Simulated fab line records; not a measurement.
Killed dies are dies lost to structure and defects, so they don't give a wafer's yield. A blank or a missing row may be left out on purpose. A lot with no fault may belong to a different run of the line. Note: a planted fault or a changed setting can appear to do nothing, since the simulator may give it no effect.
fab line records ; flow n5-finfet
[record] lots = 5; wafers = 13; last-day = 17
route steps=1938 shown SD_EPI_N@281 SD_EPI_P@295 BEOL_M4@1111 PASSIVATION@1936
lots that met no fault: from a run of the same line without faults
start-h: start of the lot's first displayed wafer, in hours after the record's first day ; wait-h: hours since the lot's step before ; " repeats the value in the row above ; L1.1+2: a row that stands for several wafers ; - either no value or no given start ; * or withheld: withheld ; < > ~ a bound
route shown NAME@n: NAME is a module with steps in the file, n the number in the route of the first one ; usual: mean/standard deviation of fault-free wafers ; same: alike in all rows ; chamber/n: place in a boat ; sites: each site's reading ; _std_site: how widely they spread, as a standard deviation ; _edge_site: mean of outer sites minus mean of inner sites ; radius-mm: for every site, how far away it sits from the centre of the wafer ; mask NAME#n: copy n ; behind: tool/chamber where the wafer was last shaped ; hold: what put the lot on hold/how long, in hours/how the hold closed ; device: transistor that didn't switch, given as n, p or np ; end of line: tests of these same wafers at the route's end ; for a step that has no rows: nothing shown but its recipe ; killed: the dies lost at the first sort to structure and to defects; this is not the yield of the wafer ; map: dies across one wafer; x = killed, . = not, _ = none there
set.NAME: the run value of the setting; set.NAME@STEP: its run value at that earlier step ; model.NAME: the simulator's own value behind a step, which no gauge read
lots seen at some steps along the route; tables by step, rows by wafer
services: a tool's chamber out of use, with start hour (start-h, from the record's first day; less than 0 if before it), hours out, and reason
[[steps]]
[step N5_SD_EPI_N_SD_RECESS_17]
[recipe] chemistry = HBr/Cl2/O2; target-depth-a = 410; mask-material = SOC; time-s = 23.7; bt-time-s = 3; pressure-mtorr = 10; icp-w = 800; bias-w = 112; HBr_flow_sccm = 150; Cl2_flow_sccm = 80; O2_flow_sccm = 12
[step N5_SD_EPI_N_STRIP_38]
[recipe] chemistry = N2/H2; power-w = 1000; temp-c = 250; h2-frac = 0.65; overash-fraction = 0.3; pressure-mtorr = withheld; n2-flow-sccm = 1750; h2-flow-sccm = 3250
[step N5_SD_EPI_N_WET_ETCH_43]
[recipe] chemistry = dHF; dilution = withheld; time-s = 14; target = SiO2; target-depth-a = 15; temp-c = 25
[step N5_SD_EPI_N_STRIP_18]
[recipe] chemistry = SPM; time-s = 750; temp-c = 130; h2so4-h2o2-vol-ratio = 4
[step N5_SD_EPI_N_SRD_20]
[recipe] dry = ipa-marangoni; do-ppb = 5; time-s = 30; temp-c = 23; rinse-liquid = diw
[step N5_SD_EPI_N_PRECLEAN_48]
[recipe] chemistry = NF3:NH3; afs-cycles = 2; temp-c = 30; time-s = 20; sublimation-temp-c = 180; sublimation-time-s = 60; pressure-torr = 3; rf-power-w = 30
[step N5_SD_EPI_N_VAPOR_ETCH_50]
[recipe] chemistry = HCl; target = Si; temp-c = 775; time-s = 54; pressure-torr = 20; mode = isotropic
[step N5_SD_EPI_N_EPI_21]
[recipe] material = Si:P; dopant = P; temp-c = 680; pressure-torr = 255; time-s = 690
[step N5_SD_EPI_N_PRECLEAN_24]
[recipe] chemistry = O3/DIW; time-s = 60; temp-c = 22; o3-ppm = 10
[step N5_SD_EPI_N_SRD_25]
[recipe] time-s = 30; temp-c = 23; rinse-liquid = diw; dry = ipa-marangoni
[step N5_SD_EPI_N_PRECLEAN_49]
[recipe] chemistry = NF3:NH3; afs-cycles = 1; temp-c = 30; time-s = 20; sublimation-temp-c = 180; sublimation-time-s = 60; pressure-torr = 3; rf-power-w = 30
[step N5_SD_EPI_N_LINER_46]
[recipe] material = SiNx; target-thk-a = 30; temp-c = 400; ald-precursor-family = SiH2I2; ald-co-reactant = N2/H2-plasma; pressure-torr = 2
[usual] chamber-pressure-Torr = 2.000/0.004; heater-power-w = 831/120; susceptor-temp-C = 400.01/0.23
lot.wafer;tool;chamber;start-h;wait-h;chamber-pressure-Torr;heater-power-w;susceptor-temp-C;model.SiNx_of_SD_EPI_N_LINER_46.thk-nm
L818.1;ald-sin-01;1;53.54;0.2;1.996;753;399.52;3
L818.3;ald-sin-01;0;53.54;0.2;2.000;846;399.76;3
L818.4;ald-sin-01;2;53.54;0.2;2.002;972;400.01;3
L833.2;ald-sin-04;0;146.62;0.1;1.992;949;400.36;3
L833.3;ald-sin-04;1;146.62;0.1;2.003;763;399.87;3
L833.5;ald-sin-04;1;146.62;0.1;1.998;762;399.77;3
L834.1;ald-sin-01;3;157.20;0.2;2.003;961;400.11;1.8
L834.6;ald-sin-01;1;157.20;0.2;1.999;766;399.62;3
L835.1;ald-sin-01;2;159.99;0.2;1.996;965;399.86;1.8
L835.4;ald-sin-01;2;159.99;0.2;1.997;966;399.96;3
L836.1;ald-sin-01;3;161.46;0.2;1.996;965;399.65;1.8
L836.2;ald-sin-01;2;161.46;0.2;2.002;1017;400.01;1.8
L836.3;ald-sin-01;2;161.46;0.2;2.010;966;400.04;3
[step N5_SD_EPI_P_COAT_34]
[recipe] resist = SOC; temp-c = 250; time-s = 60; spin-rpm = 1500; resist-thk-nm = 350
[step N5_SD_EPI_P_COAT_35]
[recipe] resist = SiARC; temp-c = 220; time-s = 60; spin-rpm = 1500; resist-thk-nm = 35
[step N5_SD_EPI_P_COAT_03]
[recipe] resist = CAR-ArF-block; spin-rpm = 1500; resist-thk-nm = 150
[step N5_SD_EPI_P_EBR_05]
[recipe] solvent = PGMEA; ebr-width-mm = 1.5
[step N5_SD_EPI_P_SOFTBAKE_04]
[recipe] temp-c = 110; time-s = 60; resist = CAR-ArF-block
[step N5_SD_EPI_P_EXPOSE_06]
[recipe] mask-id = SD_P_BLK; na = 1.35; source-shape = conventional; sigma-outer = 0.8; polarization = unpolarized; target-cd-nm = 240; dose-mj = 39.5
[step N5_SD_EPI_P_PEB_07]
[recipe] peb-temp-c = 110; peb-time-s = 60; resist = CAR-ArF-block
[step N5_SD_EPI_P_DEVELOP_08]
[recipe] develop-time-s = 30; developer = TMAH; resist = CAR-ArF-block; dev-temp-c = 23; rinse-liquid = diw; dry = air-spin
[step N5_SD_EPI_P_DESCUM_14]
[recipe] chemistry = O2; time-s = 7.9; source-power-w = 50; bias-power-w = 20; pressure-mtorr = 20; rf-frequency-hz = 2.712e+07; temp-c = 40; resist = CAR-ArF-block; o2-flow-sccm = 225
[step N5_SD_EPI_P_ETCH_36]
[recipe] chemistry = CF4; target = SiARC; target-depth-a = 455; mask-material = CAR-ArF-block; time-s = 75.8; ion-energy-ev = 80; pressure-mtorr = 40; source-w = 545; bias-w = 36; Ar_flow_sccm = 100; cf4-flow-sccm = 100; ends = cleared
[step N5_SD_EPI_P_ETCH_37]
[recipe] chemistry = N2/H2; target = SOC; overetch-a = 1080; mask-material = SiARC; temp-c = 40; ion-energy-ev = 100; source-w = 3000; bias-w = 133; pressure-mtorr = 20; time-s = 486; n2-flow-sccm = 200; h2-flow-sccm = 200; ends = end-point
[step N5_SD_EPI_P_STRIP_38]
[recipe] chemistry = N2/H2; temp-c = 40; n2-flow-sccm = 200; h2-flow-sccm = 200; rf-frequency-hz = 6e+07
[step N5_SD_EPI_P_ETCHBACK_46]
[recipe] chemistry = CH3F/O2; mode = anisotropic-etchback; target = SiNx; target-depth-a = 175; stop-on = SiO2; over-etch-frac = 0.3; ion-energy-ev = 120; pressure-mtorr = 30; source-w = 395; bias-w = 73; Ar_flow_sccm = 150; CH3F_flow_sccm = 30; O2_flow_sccm = 20
[step N5_SD_EPI_P_ETCH_47]
[recipe] chemistry = CH3F/O2; target = SiOCN; target-depth-a = 250; mask-material = SOC; ion-energy-ev = 60; bias-w = 29; pressure-mtorr = 30; source-w = 410; Ar_flow_sccm = 150; CH3F_flow_sccm = 30; O2_flow_sccm = 20
[step N5_SD_EPI_P_ETCH_16]
[recipe] chemistry = CHF3/O2; target = SiO2; target-depth-a = 50; mask-material = SOC; pressure-mtorr = 30; source-w = 650; bias-w = 170; Ar_flow_sccm = 200; CHF3_flow_sccm = 50; O2_flow_sccm = 5; ion-energy-ev = 200
[step N5_SD_EPI_P_STRIP_50]
[recipe] chemistry = CHF3/O2; resist = SiARC; rf-frequency-hz = 6e+07
[step N5_SD_EPI_P_SD_RECESS_17]
[recipe] chemistry = HBr/Cl2/O2; target-depth-a = 391; bt-time-s = 3; pressure-mtorr = 10; icp-w = 800; bias-w = 112; HBr_flow_sccm = 150; Cl2_flow_sccm = 80; O2_flow_sccm = 12
[step N5_SD_EPI_P_WET_ETCH_45]
[recipe] chemistry = dHF; dilution = withheld; time-s = 10.7; target = SiO2; target-depth-a = 20; temp-c = 25; dry = ipa-marangoni; rinse-time-s = 30; rinse-temp-c = 23
[step N5_SD_EPI_P_STRIP_40]
[recipe] chemistry = N2/H2; power-w = 1000; temp-c = 250; h2-frac = 0.65; overash-fraction = 0.3; pressure-mtorr = withheld; n2-flow-sccm = 1750; h2-flow-sccm = 3250
[step N5_SD_EPI_P_PRECLEAN_52]
[recipe] chemistry = O3/DIW; time-s = 60; temp-c = 22; o3-ppm = 10
[step N5_SD_EPI_P_SRD_20]
[recipe] dry = ipa-marangoni; do-ppb = 5; time-s = 30; temp-c = 23; rinse-liquid = diw
[step N5_SD_EPI_P_PRECLEAN_51]
[recipe] chemistry = NF3:NH3; afs-cycles = 1; temp-c = 30; time-s = 20; sublimation-temp-c = 180; sublimation-time-s = 60; pressure-torr = 3; rf-power-w = 30
[usual] chamber-pressure-Torr = 3.000/0.0061; susceptor-temp-C = 29.97/0.12
lot.wafer;tool;chamber;start-h;wait-h;chamber-pressure-Torr;susceptor-temp-C;model.SiNx_of_SD_EPI_N_LINER_46.thk-nm
L818.1;epi-rpcvd-03;0;55.15;0.0;2.994;29.91;2.6
L818.3;epi-rpcvd-03;0;55.15;0.0;2.999;30.06;2.6
L818.4;epi-rpcvd-03;0;55.15;0.0;2.997;30.01;2.6
L833.2;epi-rpcvd-03;0;148.83;0.1;3.019;30.02;2.6
L833.3;epi-rpcvd-03;0;148.83;0.1;3.004;29.72;2.6
L833.5;epi-rpcvd-03;0;148.83;0.1;3.014;29.76;2.6
L834.1;epi-rpcvd-04;0;158.80;0.0;2.995;29.96;1.4
L834.6;epi-rpcvd-04;0;158.80;0.0;3.003;30.00;2.6
L835.1;epi-rpcvd-03;0;161.82;0.0;2.987;29.87;1.4
L835.4;epi-rpcvd-03;0;161.82;0.0;3.003;29.89;2.6
L836.1;epi-rpcvd-01;0;163.52;0.0;3.000;29.89;1.4
L836.2;epi-rpcvd-01;0;163.52;0.0;3.001;29.91;1.4
L836.3;epi-rpcvd-01;0;163.52;0.0;3.010;29.86;2.6
[step N5_SD_EPI_P_VAPOR_ETCH_44]
[recipe] chemistry = NF3/Ar; target = SiGe30; temp-c = 25; time-s = 3.3; mode = isotropic
[step N5_SD_EPI_P_EPI_21]
[recipe] material = SiGe:B; dopant = B; temp-c = 550; pressure-torr = 20; ambient = H2; time-s = 355
[step N5_BEOL_M4_RC_MEAS_101]
[usual] DIBL_N = 36.5/1.4; DIBL_P = 36.6/1.9; IOFF_N = 0.167/0.029; IOFF_P = 0.21/0.033; IOFF_P_85C = 3.7/0.48; IOFF_P_LIN = 0.100/0.013; ION_N = 674/12; ION_P = 460/8.9; REXT_P = 100.2/1.8; SS_N = 71.6/0.57; SS_P = 73.4/0.61; VT_N = 249/3.3; VT_P = -250/3.3; VT_P_LVT = -99/3.4
lot.wafer;tool;chamber;start-h;wait-h;DIBL_N[mV/V];DIBL_P[mV/V];IOFF_N[nA/um];IOFF_P[nA/um];IOFF_P_85C[nA/um];IOFF_P_LIN[nA/um];ION_N[uA/um];ION_P[uA/um];REXT_P[ohm.um];SS_N[mV/dec];SS_P[mV/dec];VT_N[mV];VT_P[mV];VT_P_LVT[mV]
L818.1;prober-01;0;178.00;0.0;35.2;33.8;0.144;0.21;3.7;0.105;669;465;101.3;71.0;72.8;249;-252;-96
L818.3;prober-01;0;178.00;0.0;35.0;33.6;0.147;0.21;3.7;0.104;681;467;99.9;70.3;72.9;252;-247;-96
L818.4;prober-01;0;178.00;0.0;36.0;33.8;0.158;0.21;3.7;0.102;675;468;102.6;70.6;73.5;251;-248;-97
L833.2;prober-01;0;265.89;0.2;37.2;38.0;0.184;0.21;3.8;0.101;679;464;100.1;70.9;73.5;246;-249;-100
L833.3;prober-01;0;265.89;0.2;39.7;39.8;0.224;0.25;4.2;0.112;676;455;99.5;72.4;74.5;248;-249;-99
L833.5;prober-01;0;265.89;0.2;37.9;39.0;0.195;0.22;4.0;0.106;678;460;98.8;72.5;74.1;249;-250;-100
L834.1;prober-01;0;268.40;0.0;37.2;43.4;0.143;0.38;6.0;0.153;645;481;87.2;71.6;75.3;252;-242;-91
L834.6;prober-01;0;268.40;0.0;38.0;36.6;0.152;0.17;3.1;0.081;665;445;98.4;71.4;72.8;250;-256;-105
L835.1;prober-02;0;269.21;0.0;38.8;46.2;0.201;0.47;7.2;0.186;677;489;90.2;72.3;74.7;248;-238;-85
L835.4;prober-02;0;269.21;0.0;39.2;39.4;0.201;0.22;3.8;0.098;674;452;100.7;73.1;74.1;250;-253;-99
L836.1;prober-01;0;289.23;0.0;36.2;42.8;0.151;0.42;6.5;0.175;667;492;87.7;72.2;74.6;252;-239;-88
L836.2;prober-01;0;289.23;0.0;38.6;46.8;0.195;0.58;8.4;0.215;667;497;86.9;72.0;75.8;248;-235;-84
L836.3;prober-01;0;289.23;0.0;38.4;38.6;0.184;0.23;3.9;0.103;688;466;99.4;71.4;73.7;249;-250;-100
[step N5_PASSIVATION_PROBE_49]
[usual] defect-limited-yield = 91.2/1.6; killed_at_M0_to_M3 = 34/11; killed_at_M4_up = 14/5.7; killed-at-contacts = 14/6.6; killed-at-front-end = 37/10; killed-at-other = 4/3.2; killed-dies = 104/19; killed-on-rim = 14/4.1; killed-open = 69/13; killed-short = 33/8.7; sort_bin_4_leakage = 0.00/0.014; sort_bin_5_function = 5.1/1; sort_bin_6_memory = 3.3/0.76; sort-n-pass = 1076/19; sort-yield-pct = 91.2/1.6
[same] gross-dies = 1180; killed-at-back-side = 0; sort_bin_8_speed[%] = 0
lot.wafer;tool;chamber;start-h;wait-h;defect-limited-yield[%];killed_at_M0_to_M3;killed_at_M4_up;killed-at-contacts;killed-at-front-end;killed-at-other;killed-dies;killed-on-rim;killed-open;killed-short;sort_bin_4_leakage[%];sort_bin_5_function[%];sort_bin_6_memory[%];sort-n-pass;sort-yield-pct[%]
L818.1;prober-02;-;273.78;0.0;89.2;39;11;17;55;6;128;16;80;48;0;6.3;4.2;1052;89.2
L818.3;prober-02;-;273.88;0.1;90.0;39;18;16;43;2;118;14;85;31;0;5.5;4.2;1062;90.0
L818.4;prober-02;-;273.93;0.2;91.3;40;15;13;32;3;103;12;68;33;0;4.9;3.5;1077;91.3
L833.2;prober-01;-;366.15;0.1;94.3;21;3;7;34;2;67;14;43;23;0;2.9;2.3;1113;94.3
L833.3;prober-01;-;366.20;0.1;92.0;30;8;15;39;2;94;16;67;27;0;4.6;3.1;1086;92.0
L833.5;prober-01;-;366.30;0.2;92.4;32;7;11;36;4;90;18;63;26;0;4.5;3.1;1090;92.4
L834.1;prober-02;-;373.93;0.0;91.4;28;15;12;46;0;101;11;66;34;0.25;4.7;3.6;1076;91.2
L834.6;prober-02;-;374.18;0.3;91.8;32;13;13;39;0;97;12;71;25;0;5.0;3.1;1083;91.8
L835.1;prober-02;-;379.08;0.0;91.6;36;15;6;39;3;99;18;71;27;4.75;4.8;3.3;1025;86.9
L835.4;prober-02;-;379.23;0.2;91.7;40;5;16;37;0;98;14;60;35;0;5.2;2.9;1082;91.7
L836.1;prober-01;-;395.73;0.0;91.8;40;8;7;40;2;97;10;63;33;1.61;4.7;3.2;1064;90.2
L836.2;prober-01;-;395.78;0.1;90.7;33;12;14;46;5;110;17;76;28;25.25;5.6;2.9;772;65.4
L836.3;prober-01;-;395.83;0.1;90.6;48;15;9;36;3;111;16;79;28;0;5.3;3.5;1069;90.6
// killed by level:class
L818.1 STI_FIN_REVEAL:geometric-particle:open=15 MOL_CONTACT_COAG:geometric-particle:open=15 FIN_SAQP:geometric-particle:short=12 FIN_SAQP:geometric-particle:open=9 BEOL_M0_SAQP:geometric-particle:open=9 BEOL_M0_SAQP:geometric-particle:short=9 BEOL_M2:geometric-particle:open=7 STI_FIN_REVEAL:geometric-particle:short=4
L818.3 FIN_SAQP:geometric-particle:open=12 MOL_CONTACT_COAG:geometric-particle:open=12 BEOL_M1:geometric-particle:open=9 BEOL_M2:geometric-particle:open=9 BEOL_M0_SAQP:geometric-particle:open=7 STI_FIN_REVEAL:geometric-particle:open=6 DUMMY_GATE:geometric-particle:open=5 GATE_CUT:geometric-particle:short=4
L818.4 MOL_CONTACT_COAG:geometric-particle:open=11 BEOL_M0_SAQP:geometric-particle:short=11 BEOL_M2:geometric-particle:open=10 FIN_SAQP:geometric-particle:short=9 FIN_SAQP:geometric-particle:open=9 BEOL_M4:geometric-particle:open=8 BEOL_M0_SAQP:geometric-particle:open=6 STI_FIN_REVEAL:geometric-particle:open=4
L833.2 FIN_SAQP:geometric-particle:short=7 STI_FIN_REVEAL:geometric-particle:open=7 BEOL_M0_SAQP:geometric-particle:short=7 BEOL_M0_SAQP:geometric-particle:open=6 FIN_SAQP:geometric-particle:open=5 MOL_CONTACT_COAG:geometric-particle:open=5 DUMMY_GATE:geometric-particle:open=3 GATE_CUT:geometric-particle:open=3
L833.3 MOL_CONTACT_COAG:geometric-particle:open=11 STI_FIN_REVEAL:geometric-particle:open=10 BEOL_M1:geometric-particle:open=7 BEOL_M0_SAQP:geometric-particle:open=7 BEOL_M0_SAQP:geometric-particle:short=6 BEOL_M2:geometric-particle:open=6 FIN_SAQP:geometric-particle:open=5 MOL_CONTACT_COAG:geometric-particle:short=4
L833.5 MOL_CONTACT_COAG:geometric-particle:open=10 BEOL_M3:geometric-particle:open=9 FIN_SAQP:geometric-particle:open=7 BEOL_M1:geometric-particle:open=6 STI_FIN_REVEAL:geometric-particle:open=5 ILD0:geometric-particle:open=5 BEOL_M1:geometric-particle:short=5 STARTING-WAFER:geometric-particle:short=4
L834.1 FIN_SAQP:geometric-particle:short=14 MOL_CONTACT_COAG:geometric-particle:open=11 FIN_SAQP:geometric-particle:open=10 BEOL_M1:geometric-particle:open=8 BEOL_M0_SAQP:geometric-particle:open=8 BEOL_M0_SAQP:geometric-particle:short=5 STI_FIN_REVEAL:geometric-particle:open=4 BEOL_M5:geometric-particle:open=4
L834.6 FIN_SAQP:geometric-particle:open=12 STI_FIN_REVEAL:geometric-particle:open=11 MOL_CONTACT_COAG:geometric-particle:open=10 BEOL_M2:geometric-particle:open=7 BEOL_M0_SAQP:geometric-particle:short=6 BEOL_M0_SAQP:geometric-particle:open=5 BEOL_M0:geometric-particle:open=5 FIN_SAQP:geometric-particle:short=4
L835.1 BEOL_M2:geometric-particle:open=11 BEOL_M3:geometric-particle:open=9 FIN_SAQP:geometric-particle:open=8 FIN_SAQP:geometric-particle:short=8 BEOL_M1:geometric-particle:open=6 GATE_CUT:geometric-particle:short=5 BEOL_M4:geometric-particle:open=5 BEOL_M7:geometric-particle:open=5
L835.4 MOL_CONTACT_COAG:geometric-particle:open=14 BEOL_M3:geometric-particle:open=9 BEOL_M0_SAQP:geometric-particle:short=8 BEOL_M2:geometric-particle:open=7 FIN_SAQP:geometric-particle:open=6 STI_FIN_REVEAL:geometric-particle:short=5 GATE_CUT:geometric-particle:open=5 FIN_SAQP:geometric-particle:short=4
L836.1 FIN_SAQP:geometric-particle:open=13 BEOL_M3:geometric-particle:open=8 FIN_SAQP:geometric-particle:short=7 BEOL_M2:geometric-particle:open=7 MOL_CONTACT_COAG:geometric-particle:open=6 BEOL_M0_SAQP:geometric-particle:open=6 BEOL_M0_SAQP:geometric-particle:short=5 GATE_CUT:geometric-particle:short=4
L836.2 STI_FIN_REVEAL:geometric-particle:open=13 MOL_CONTACT_COAG:geometric-particle:open=12 FIN_SAQP:geometric-particle:open=9 BEOL_M1:geometric-particle:open=9 BEOL_M3:geometric-particle:open=9 HKMG_FIN:area-etch=5 GATE_CUT:geometric-particle:short=4 BEOL_M0_SAQP:geometric-particle:short=4
L836.3 BEOL_M0_SAQP:geometric-particle:open=12 BEOL_M2:geometric-particle:open=10 FIN_SAQP:geometric-particle:open=9 MOL_CONTACT_COAG:geometric-particle:open=8 BEOL_M3:geometric-particle:open=8 BEOL_M7:geometric-particle:open=6 FIN_SAQP:geometric-particle:short=4 BEOL_M1:geometric-particle:open=4
// map L834.1 (x killed, . not)
_________________......x.....________________
______________.x.......x.x......_____________
___________......x.....x...........__________
__________..............x..x........_________
________..x.......x.x................._______
_______...........x....................______
______x...........x.....x............x.._____
_____.....x........................xx....____
____......x..............x......x.........___
___.x..............x.....xx................__
___........x.........x....x......x...x.....__
__.......x.......x.........x.......x..x....._
__..xx..............................x......._
_x...x....x.............x.x.x................
_.....................x..................x...
_....x.........................x.....x.......
_........x.......................x...........
_..................................x.........
_...........x..x.x..x.........x.......xx..xx.
_.x.............................x............
_....x........x..x.......x...x............x..
__...........................x......x...x..._
__.........x...............................x_
___.........................x..x...........__
___............x...........................__
____..............x.................x...x.___
_____............x....x.....x....x.......____
______......x......xx.....x............._____
_______........x.........x.............______
________....x..............x......x..._______
__________x......x..........xx......_________
___________........................__________
______________x.........x.....x._____________
_________________............________________
// map L835.1 (x killed, . not)
_________________...xx..x....________________
______________...x............x._____________
___________.xx......x..............__________
__________......x..x...x............_________
________...x...xx..xx..x.............._______
_______...........x.......x..........x.______
______..........x...x.x.....x..........._____
_____..........................xx........____
____.x.................................x.x___
___x.....x...xx..................x.........__
___......x....................x.....x......__
__.............................x............_
__.x............x.......x....x...x.xx......._
_.....x................xx....................
_...x.......................x....x.x..x.x...x
_...x........................................
_.....x.......x...........x..................
_.....................x....................xx
_.x.....................x....................
_....x.....................x.................
_...........x...............x......x...x...x.
__....x....x.....x........x...xx.x.........._
__.........x.....x...x......................_
___x......................x.............x..__
___...x......x.x...........................__
____....x.................................___
_____......................x..x.x..x.....____
______....x..........................x.._____
_______................................______
________............x...............x._______
__________.........................._________
___________........................__________
______________.....x............_____________
_________________...x..x.....________________
[[services]]
tool;chamber;start-h;hours;kind
epi-rpcvd-01;-;34.14;8.1;pm
ald-sin-04;1;47.91;8.5;repair
epi-rpcvd-03;-;67.67;0.3;repair
epi-rpcvd-03;-;81.92;2.3;repair
epi-rpcvd-01;-;106.04;5.4;repair
epi-rpcvd-01;-;117.05;1.3;repair
ald-sin-04;1;126.36;4.3;repair
ald-sin-01;0;155.73;9.2;repair
ald-sin-01;1;159.89;16.0;repair
[[key]]
[first-sign] step = N5_BEOL_M4_RC_MEAS_101; reading = IOFF_P; direction = up; sigmas = 7.6; usual = 0.21; struck = 0.46
[effect] step = N5_BEOL_M4_RC_MEAS_101; reading = IOFF_P_85C; direction = up; sigmas = 6.9; usual = 3.7; struck = 7.0
[effect] step = N5_BEOL_M4_RC_MEAS_101; reading = REXT_P; direction = down; sigmas = 6.7; usual = 100.2; struck = 88.0
[effect] step = N5_BEOL_M4_RC_MEAS_101; reading = IOFF_P_LIN; direction = up; sigmas = 6.4; usual = 0.100; struck = 0.182
[effect] step = N5_BEOL_M4_RC_MEAS_101; reading = DIBL_P; direction = up; sigmas = 4.2; usual = 36.6; struck = 44.8
[effect] step = N5_BEOL_M4_RC_MEAS_101; reading = VT_P_LVT; direction = up; sigmas = 3.6; usual = -99; struck = -87
[effect] step = N5_BEOL_M4_RC_MEAS_101; reading = VT_P; direction = up; sigmas = 3.5; usual = -250; struck = -239
[effect] step = N5_BEOL_M4_RC_MEAS_101; reading = ION_P; direction = up; sigmas = 3.3; usual = 460; struck = 490
[effect] step = N5_BEOL_M4_RC_MEAS_101; reading = SS_P; direction = up; sigmas = 2.8; usual = 73.4; struck = 75.1
[effect] step = N5_PASSIVATION_PROBE_49; reading = sort_bin_4_leakage; direction = up; sigmas = 94; usual = 0.00; struck = 7.97
[model-effect] step = N5_SD_EPI_N_LINER_46; value = SiNx_of_SD_EPI_N_LINER_46.thk-nm; without = 3; struck = 1.8
[model-effect] step = N5_SD_EPI_P_PRECLEAN_51; value = SiNx_of_SD_EPI_N_LINER_46.thk-nm; without = 2.6; struck = 1.4
met-at N5_SD_EPI_N_LINER_46
struck-wafers L834.1,L835.1,L836.1,L836.2
onset-between 53.54 157.20
[fault] kind = process-parameter-drift; tool = ald-sin-01; chamber = -; onset-h = 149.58; steps = N5_SD_EPI_N_LINER_46; channel = target-thk-a; offset = *; shape = step; end-h = 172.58; scope = struck-wafers-only; acts-in = *; stated = *
